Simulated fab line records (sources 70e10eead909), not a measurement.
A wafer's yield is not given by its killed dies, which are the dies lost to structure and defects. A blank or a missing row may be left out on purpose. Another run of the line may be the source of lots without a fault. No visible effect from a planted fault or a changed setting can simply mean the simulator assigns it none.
Struck lot and sound lot, side by side    flow nand harc    42 out of 1302 route steps
Sound: the wafers L745.1, L745.2, L745.4. Wafers struck: L748.4, L748.5, L748.6. Last of all comes the cause.
For every step that has rows: the tool of each side, followed by ch and its chambers, followed by its first start. Under that, the readings that differ: sound wafers    struck wafers    difference of the means    sigmas: that difference in standard deviations of wafers without a fault.
alike: readings with means less than 2 such deviations apart, plus words and numbers identical on both sides. not compared: withheld readings, readings lacking a value on some wafer, bounds such as >300 that could conceal the same value, and numbers that have no deviation in the record and whose values overlap.
Wherever a step has rows on one side only, a row that says differs or no value, or a row with sigmas, the two part there. Numbers that don't overlap but have no deviation are shown without sigmas and don't part them. Lack of a reading on every wafer of one side parts them only where that side has two or more wafers.

first, 4 steps without rows for these wafers: NHARC_A_M1_STRIP_19 (strips in post etch residue remover, time 600 s); NHARC_A_M1_DEGAS_29 (time 60 s); NHARC_A_M1_PRE_CLEAN_30 (time 30 s); NHARC_A_M1_PVD_20 (deposits TaN, target thk 5 nm, time 8.06 s).
NHARC_A_M1_PVD_21: deposits Cu, target thk 30 nm, time 20.49 s.
  sound on pvd sputter-01; struck on pvd sputter-03
  alike: chamber pressure pa, throttle valve pct
then, 3 steps without rows for these wafers: NHARC_A_M1_ECD_22 (material Cu, target thk 400 nm); NHARC_A_M1_ANNEAL_31 (time 90 s); NHARC_A_M1_CMP_23 (polishes, t overpolish 20 s, target thk 154.34 nm).
NHARC_A_M1_THK_MEAS_24: measures by xrf.
  sound on film metro-02, day 28 01:03; struck on film metro-02, day 29 20:49
  alike: thk nm
after that, 1 step had no rows for these wafers: NHARC_A_M1_SRD_25.
NHARC_A_M1_INSPECT_27:
  sound on defect inspect-01, day 28 01:12; struck on defect inspect-02, day 29 20:59
  alike: raw defect count
NHARC_A_M1_PRE_CLEAN_32: time 12 s.
  sound on pecvd-01 ch 0,2, day 28 01:17; struck on pecvd-02 ch 0,1,2, day 29 21:05
  alike: heater power w
then, 1 step without rows for these wafers: NHARC_A_M1_DEP_33 (deposits SiCN, target thk 30 nm).
NHARC_A_BONDPAD_DEP_00: deposits SiCN, target thk 250 nm.
  sound on pecvd-01 ch 0,1; struck on pecvd-01 ch 0,1,2, day 30 09:58
reading  sound  struck                                                                         difference                    sigmas
hold     - - -  await dispo/12.0h/release await dispo/12.0h/release await dispo/12.0h/release  no value on the sound wafers  
  alike: heater power w
then, 1 step without rows for these wafers: NHARC_A_BONDPAD_CMP_29 (polishes SiCN, target thk 200 nm).
NHARC_A_BONDPAD_THK_MEAS_30: measures by ellipsometry.
  sound on film metro-01, day 28 02:34; struck on film metro-02, day 30 10:29
  alike: thk nm
then, 10 steps without rows for these wafers: NHARC_A_BONDPAD_SRD_31; NHARC_A_BONDPAD_DEHYDRATE_01 (time 120 s); NHARC_A_BONDPAD_HMDS_02 (time 30 s); NHARC_A_BONDPAD_COAT_33 (time 65 s); NHARC_A_BONDPAD_COAT_03 (resist thk 600 nm); NHARC_A_BONDPAD_SOFTBAKE_04 (time 70 s); NHARC_A_BONDPAD_EBR_05; NHARC_A_BONDPAD_EXPOSE_06 (exposes mask A BPAD); NHARC_A_BONDPAD_PEB_07 (peb time 80 s); NHARC_A_BONDPAD_DEVELOP_08 (time 50 s).
NHARC_A_BONDPAD_CD_MEAS_09: the cd target is 500 nm.
  sound on cd sem-01 ch 0, day 28 03:07; struck on cd sem-03 ch 0, day 30 10:56
  alike: cd nm
NHARC_A_BONDPAD_OVL_MEAS_35:
  sound on overlay-01, day 28 03:13; struck on overlay-01, day 30 11:01
reading            sound  struck    difference  sigmas
overlay y nm (nm)  4 4 4  12 12 12  +8          +2
  alike: overlay x nm
then, 3 steps without rows for these wafers: NHARC_A_BONDPAD_HARDBAKE_10 (time 65 s); NHARC_A_BONDPAD_DESCUM_11 (chemistry O2, time 3 s); NHARC_A_BONDPAD_ETCH_34 (etches the open film in N2/H2, target depth 60 nm, overetch 18 nm, time 65.91 s).
NHARC_A_BONDPAD_ETCH_12: etches the open film in CHF3/O2, target depth 220 nm, time 110 s.
  sound on rie diel-04 ch 0,1,2; struck on rie diel-08 ch 1,2,3
reading                          sound           struck          difference  sigmas
showerhead plenum p Torr (Torr)  2.28 2.26 2.23  2.56 2.43 2.42  +0.21       +2
  alike: drypump motor current A, oes product au, rf vpp V, throttle valve pct
  not compared: rf hours counter h
NHARC_A_BONDPAD_CD_MEAS_13:
  sound on cd sem-02, day 28 03:44; struck on cd sem-01, day 30 11:28
  alike: cd nm
NHARC_A_BONDPAD_STRIP_15: strips in O2.
  sound on rie diel-04 ch 0,1,2, day 28 03:49; struck on rie diel-08 ch 1,2,3, day 30 11:34
reading                          sound           struck          difference  sigmas
showerhead plenum p Torr (Torr)  3.29 3.32 3.35  3.75 3.56 3.55  +0.30       +2
  alike: drypump motor current A, oes product au, rf vpp V, throttle valve pct
  not compared: rf hours counter h
then, 4 steps without rows for these wafers: NHARC_A_BONDPAD_ETCH_24 (etches the open film in CF4/N2, target depth 30 nm, time 72.99 s); NHARC_A_BONDPAD_STRIP_16 (strips in post etch residue remover, time 600 s); NHARC_A_BONDPAD_DEGAS_25 (time 60 s); NHARC_A_BONDPAD_PRE_CLEAN_26 (time 30 s).
NHARC_A_BONDPAD_PVD_17: deposits TaN, target thk 5 nm, time 8.06 s.
  sound on pvd sputter-03; struck on pvd sputter-02
  alike: chamber pressure pa, throttle valve pct
NHARC_A_BONDPAD_PVD_27: deposits Cu, target thk 30 nm, time 20.49 s.
  sound on pvd sputter-03; struck on pvd sputter-02
  alike: chamber pressure pa, throttle valve pct
then, 1 step without rows for these wafers: NHARC_A_BONDPAD_ECD_18 (material Cu, target thk 400 nm).
NHARC_END_SORT_01:
  sound on prober-02 ch 0, day 29 07:03; struck on prober-02 ch 0, day 32 02:21
reading      sound  struck  difference  sigmas
killed open  5 7 6  3 0 3   -4          -2
  alike: defect limited yield, killed at array, killed at other, killed at periphery, killed dies, killed short

== WHERE THEY PART ==
At NHARC_A_BONDPAD_DEP_00 first; at NHARC_END_SORT_01 last (within this record only).

WHY: whatever the simulator had introduced
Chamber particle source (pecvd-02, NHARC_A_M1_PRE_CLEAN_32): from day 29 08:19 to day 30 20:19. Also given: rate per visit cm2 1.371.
